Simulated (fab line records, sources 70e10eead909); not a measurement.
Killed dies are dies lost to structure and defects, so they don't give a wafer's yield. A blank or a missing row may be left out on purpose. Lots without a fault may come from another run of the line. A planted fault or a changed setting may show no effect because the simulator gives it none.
Tool commonality check | flow nand_harc | 14 lots, 42 wafers sampled

WHY IT WAS OPENED
At NHARC_P_BONDPAD_THK_MEAS_33 the reading thk_nm is flagged on 2 of 14 lots. Wafers without a fault read 199.8 nm, standard deviation 1.7.
Rule: a lot is flagged when every wafer of it that has a number lies more than 4 standard deviations from that mean, or none has a number. The other lots count as sound.

lot  | measured     | on            | thk_nm (nm), wafer by wafer | flag
L476 | day 6 17:10  | film_metro-01 | 199.7 199.3 197.3           |
L477 | day 6 20:52  | film_metro-01 | 198.2 200.3 201.1           |
L478 | day 7 07:15  | film_metro-01 | 200.1 200.6 199.1           |
L480 | day 8 08:01  | film_metro-01 | 202.6 200.4 202.6           |
L483 | day 9 16:09  | film_metro-01 | 197.1 198.8 200.9           |
L485 | day 10 09:03 | film_metro-01 | 196.7 198.8 199.0           |
L486 | day 10 23:43 | film_metro-02 | 250.4 250.5 253.1           | FLAGGED
L487 | day 11 01:40 | film_metro-02 | 246.7 247.3 246.4           | FLAGGED
L494 | day 14 01:22 | film_metro-01 | 199.0 201.2 198.9           |
L496 | day 14 23:04 | film_metro-01 | 203.6 200.9 203.5           |
L495 | day 14 23:28 | film_metro-02 | 202.6 201.5 200.0           |
L497 | day 15 04:41 | film_metro-01 | 196.9 196.5 198.0           |
L499 | day 15 22:57 | film_metro-02 | 201.2 200.8 201.1           |
L498 | day 15 23:46 | film_metro-01 | 198.2 200.1 197.8           |
The numbers of the flagged lots are 249.1 nm on average: +49.3 nm against the usual, or +29 standard deviations.

WHICH TOOL RAN EACH LOT
The record holds 2 process steps before the reading, out of a route of 1302 steps. In each cell: the tool, then ch and the chambers that the sampled wafers went through, then the start.
lot  | flag    | NHARC_P_M2_CMP_23             | NHARC_P_BONDPAD_CMP_32
L476 |         | cmp-03 ch 1,3, day 6 15:28    | cmp-04 ch 1,2, day 6 16:57
L477 |         | cmp-01 ch 2,3, day 6 19:09    | cmp-01 ch 0,3, day 6 20:37
L478 |         | cmp-02 ch 0,2,3, day 7 05:40  | cmp-04 ch 0,3, day 7 07:02
L480 |         | cmp-03 ch 1,2,3, day 8 06:21  | cmp-01 ch 1,2,3, day 8 07:47
L483 |         | cmp-03 ch 0,1,2, day 9 14:28  | cmp-04 ch 0,1,2, day 9 15:55
L485 |         | cmp-01 ch 0,1,2, day 10 07:22 | cmp-02 ch 0,2,3, day 10 08:48
L486 | FLAGGED | cmp-02 ch 0,3, day 10 21:18   | cmp-01 ch 0,2,3, day 10 23:28
L487 | FLAGGED | cmp-03 ch 1,2,3, day 10 23:58 | cmp-04 ch 0,1,3, day 11 01:25
L494 |         | cmp-02 ch 1,2, day 13 23:31   | cmp-04 ch 1,2, day 14 01:07
L496 |         | cmp-01 ch 1,3, day 14 21:15   | cmp-01 ch 1,2, day 14 22:49
L495 |         | cmp-03 ch 0,1,3, day 14 21:49 | cmp-04 ch 1,3, day 14 23:15
L497 |         | cmp-01 ch 1,2,3, day 15 02:52 | cmp-02 ch 0,1, day 15 04:26
L499 |         | cmp-03 ch 1,2,3, day 15 21:16 | cmp-01 ch 0,1,2, day 15 22:44
L498 |         | cmp-03 ch 1,2,3, day 15 22:07 | cmp-02 ch 1,2,3, day 15 23:35
What these steps do:
- NHARC_P_M2_CMP_23: polishes, t overpolish 20 s, target thk 144.3 nm.
- NHARC_P_BONDPAD_CMP_32: polishes SiCN, target thk 200 nm.
- NHARC_P_BONDPAD_THK_MEAS_33: measures by ellipsometry.

FLAGGED OVER TOTAL, TOOL BY TOOL (the gauges that took the reading come last)
step                        | tool          | lots run | flagged | share of the flagged lots | sound lots run after its first flagged lot
NHARC_P_M2_CMP_23           | cmp-01        | 4        | 0       | none                      | -
NHARC_P_M2_CMP_23           | cmp-02        | 3        | 1       | some                      | 1 (L494)
NHARC_P_M2_CMP_23           | cmp-03        | 7        | 1       | some                      | 3 (L495,L499,L498)
NHARC_P_BONDPAD_CMP_32      | cmp-01        | 5        | 1       | some                      | 2 (L496,L499)
NHARC_P_BONDPAD_CMP_32      | cmp-02        | 3        | 0       | none                      | -
NHARC_P_BONDPAD_CMP_32      | cmp-04        | 6        | 1       | some                      | 2 (L494,L495)
NHARC_P_BONDPAD_THK_MEAS_33 | film_metro-01 | 10       | 0       | none                      | -
NHARC_P_BONDPAD_THK_MEAS_33 | film_metro-02 | 4        | 2       | all                       | 2 (L495,L499)

WHAT THE TABLE ALLOWS
1 row of the table ran every flagged lot: film_metro-02 at NHARC_P_BONDPAD_THK_MEAS_33.
- film_metro-02 at NHARC_P_BONDPAD_THK_MEAS_33: 2 of its 4 lots flagged. Sound lots ran on it after the first flagged one (L495, L499), which a lasting fault on the whole tool wouldn't allow.
No row of the table ran every flagged lot and no sound lot after the first.

WHAT THE SIMULATOR HAD PUT IN
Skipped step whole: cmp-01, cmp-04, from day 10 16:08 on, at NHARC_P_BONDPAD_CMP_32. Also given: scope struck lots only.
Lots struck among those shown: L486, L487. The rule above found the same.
